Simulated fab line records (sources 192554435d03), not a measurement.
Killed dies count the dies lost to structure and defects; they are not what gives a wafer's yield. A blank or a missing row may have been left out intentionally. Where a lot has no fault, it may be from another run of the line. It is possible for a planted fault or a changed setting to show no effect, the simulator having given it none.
Chamber matching	flow n5Finfet	uvCure-03 running N5_BEOL_M5_CURE_79: 3 sister chambers
The step cures SiCOH lowk, time 240 s. 22 wafers are shown with their chamber, then 11 later ones without.

== WAFERS WITH THEIR CHAMBER ==
wafer	chamber	wafer_temp_C_max	lampPowerPct (%)
L074.2	1	386.0	52.34
L074.5	1	386.4	52.20
L074.6	1	386.6	52.29
L075.1	2	386.2	52.27
L075.2	2	386.1	52.39
L075.6	2	387.5	52.37
L079.1	1	386.6	52.41
L079.4	1	386.8	52.31
L079.5	1	386.8	52.31
L078.1	0	386.8	52.27
L078.2	0	387.0	52.34
L078.6	0	386.9	52.31
L078.3	0	386.7	52.22
L078.4	0	386.3	52.31
L078.5	0	387.3	52.39
L080.3	2	386.3	52.23
L080.4	2	387.1	52.34
L080.5	2	386.7	52.34
L082.2	1	386.2	52.29
L082.5	1	387.0	52.33
L082.6	1	386.6	52.34
L085.1	1	387.1	52.27

SIGNATURES, as means of the wafers listed above
reading	chamber 0	chamber 1	chamber 2	scatter within a chamber
wafer_temp_C_max	386.833	386.610	386.650	0.408
lampPowerPct	52.3067	52.3090	52.3233	0.0573
Rule: a wafer's distance from a chamber is the root of the sum, over the readings, of the square of ((its reading less the chamber's mean) divided by the reading's scatter). If the next closest chamber is less than 2 further off than the closest, the wafer can't be placed; otherwise it belongs to the closest. The scatter: the root of (the sum of the squares of (reading less its chamber's mean) over the shown wafers, divided by (wafers less chambers)).

== WAFERS WITH NO CHAMBER GIVEN ==
wafer	wafer_temp_C_max	lampPowerPct (%)
L085.2	386.6	52.36
L085.6	386.4	52.32
L085.3	386.3	52.31
L085.4	386.7	52.24
L085.5	386.6	52.33
L090.1	387.0	52.24
L090.2	387.4	52.26
L090.3	386.4	52.23
L096.2	386.4	52.29
L096.3	386.7	52.30
L096.5	386.8	52.33

== WHICH CHAMBER EACH ONE RAN IN ==
wafer	from the rows above	in truth
L085.2	can't be placed: 2 or 1 or 0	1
L085.6	can't be placed: 1 or 2 or 0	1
L085.3	can't be placed: 1 or 2 or 0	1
L085.4	can't be placed: 0 or 1 or 2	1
L085.5	can't be placed: 2 or 1 or 0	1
L090.1	can't be placed: 0 or 1 or 2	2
L090.2	can't be placed: 0 or 1 or 2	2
L090.3	can't be placed: 1 or 0 or 2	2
L096.2	can't be placed: 1 or 2 or 0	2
L096.3	can't be placed: 1 or 0 or 2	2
L096.5	can't be placed: 2 or 0 or 1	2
Placed correctly: 0 of 11. Unplaceable from these rows: 11, with the true chamber sitting among the candidates in 11. Wrongly placed: 0.
